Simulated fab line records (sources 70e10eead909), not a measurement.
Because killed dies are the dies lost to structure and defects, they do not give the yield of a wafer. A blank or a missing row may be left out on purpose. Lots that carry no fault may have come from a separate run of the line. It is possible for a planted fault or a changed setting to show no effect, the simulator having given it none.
Comparing a struck lot with a sound one -- flow nandHarc -- 15 steps out of a route of 1302
Sound: wafers L233.1, L233.3, L233.6. The struck wafers were L242.1, L242.2, L242.3. At the end, the cause is stated.
At each step with rows: each side's tool, then ch and its chambers, then its first start. Under that, the readings that differ: sound wafers -- struck wafers -- difference of the means -- sigmas: that difference in standard deviations of wafers without a fault.
alike: a reading whose means differ by less than 2 such deviations, as well as words and numbers matching on both sides. not compared: withheld readings; readings where some wafer has no value; bounds like >300 that might hide an equal value; numbers whose values overlap and for which the record gives no deviation.
The two part at a step that has a row with sigmas, a row that says differs or no value, or rows on one side only. Non-overlapping numbers with no deviation appear without sigmas and do not part them. Lack of a reading on every wafer of one side parts them only where that side has two or more wafers.

first, 5 steps without rows for these wafers: NHARC_A_CONTACT_SOFTBAKE_03 (time 55 s); NHARC_A_CONTACT_EBR_04; NHARC_A_CONTACT_EXPOSE_05 (exposes mask A CC); NHARC_A_CONTACT_PEB_06 (peb time 65 s); NHARC_A_CONTACT_DEVELOP_07 (develop time 35 s).
NHARC_A_CONTACT_CD_MEAS_08: target cd 200 nm.
  sound on cdSem-02 ch 0, day 26 19:40; struck on cdSem-02 ch 0, day 30 14:49
  alike: cdNm
NHARC_A_CONTACT_OVL_MEAS_09:
  sound on overlay-02, day 26 19:44; struck on overlay-02, day 30 14:55
  alike: overlayXNm, overlayYNm
NHARC_A_CONTACT_INSPECT_10:
  sound on defectInspect-02, day 26 19:47; struck on defectInspect-02, day 30 14:57
reading,sound,struck,difference,sigmas
rawDefectCount,35 34 39,137 140 115,+95,+2
NHARC_A_CONTACT_DESCUM_13: chemistry O2, time 3 s.
  sound on rieDiel-09 ch 1,2,3, day 26 19:52; struck on rieDiel-12 ch 0,2,3, day 30 15:01
  alike: drypumpMotorCurrentA, oesProductAu, rfVppV, showerheadPlenumPTorr, throttleValvePct
  not compared: rfHoursCounterH
NHARC_A_CONTACT_ETCH_88: etches the open film in CF4, target depth 39 nm, time 65 s.
  sound on rieDiel-09 ch 0,1,3, day 26 19:56; struck on rieDiel-12 ch 1,2,3, day 30 15:07
  alike: biasW, cf4FlowSccm, drypumpMotorCurrentA, oesProductAu, rfVppV, showerheadPlenumPTorr, throttleValvePct
  not compared: rfHoursCounterH
NHARC_A_CONTACT_ETCH_89: etches the open film in N2/H2, target depth 260 nm, time 475.3 s.
  sound on rieDiel-09 ch 2,3; struck on rieDiel-12 ch 1,2,3
  alike: biasW, chamberPressureMTorr, drypumpMotorCurrentA, oesProductAu, rfVppV, showerheadPlenumPTorr, throttleValvePct
  not compared: rfHoursCounterH
NHARC_A_CONTACT_ETCH_30: etches the open film in CF4/CHF3, target depth 72.6 nm, time 36.3 s.
  sound on rieDiel-09 ch 0,1,2; struck on rieDiel-12 ch 0,2,3
  alike: biasW, cf4FlowSccm, drypumpMotorCurrentA, oesProductAu, rfVppV, showerheadPlenumPTorr, throttleValvePct
  not compared: rfHoursCounterH
NHARC_A_CONTACT_ETCH_31: etches the open film in O2/COS, target depth 2800 nm, time 728 s.
  sound on rieDiel-09 ch 0,1,3, day 26 20:26; struck on rieDiel-12 ch 0,1,3, day 30 15:47
  no value came back on the struck wafers for any of 9 readings (biasW (W), chamberPressureMTorr (mTorr) and others); on the sound wafers biasW (W) reads 299.2 300.8 298.9
  not compared: rfHoursCounterH
NHARC_A_CONTACT_ETCH_134: etches the open film in C4F8/O2/Ar, time 140 s, target depth 700 nm.
  sound on harCapEtch-02 ch 0,1, day 26 21:00; struck on harCapEtch-01 ch 0,1, day 30 16:19
reading,sound,struck,difference,sigmas
chamberPressureMTorr (mTorr),19.983 19.963 19.956,20.008 19.997 20.013,+0.039,+2
  alike: oesAirLineAu
  not compared: rfHoursCounterH
-- the record jumps here: 2 days lie between the struck wafers' starts before and after (it left off in module A_CONTACT and takes up again in module END, whose first step shown is number 1302 of the route) --
NHARC_END_SORT_01:
  at this point the record logs the struck wafers (prober-01 ch 0, day 32 17:33) and has no rows for the sound ones

== WHERE THEY PART ==
First at NHARC_A_CONTACT_INSPECT_10; last, within this record, at NHARC_END_SORT_01.

WHY: what the simulator had put in
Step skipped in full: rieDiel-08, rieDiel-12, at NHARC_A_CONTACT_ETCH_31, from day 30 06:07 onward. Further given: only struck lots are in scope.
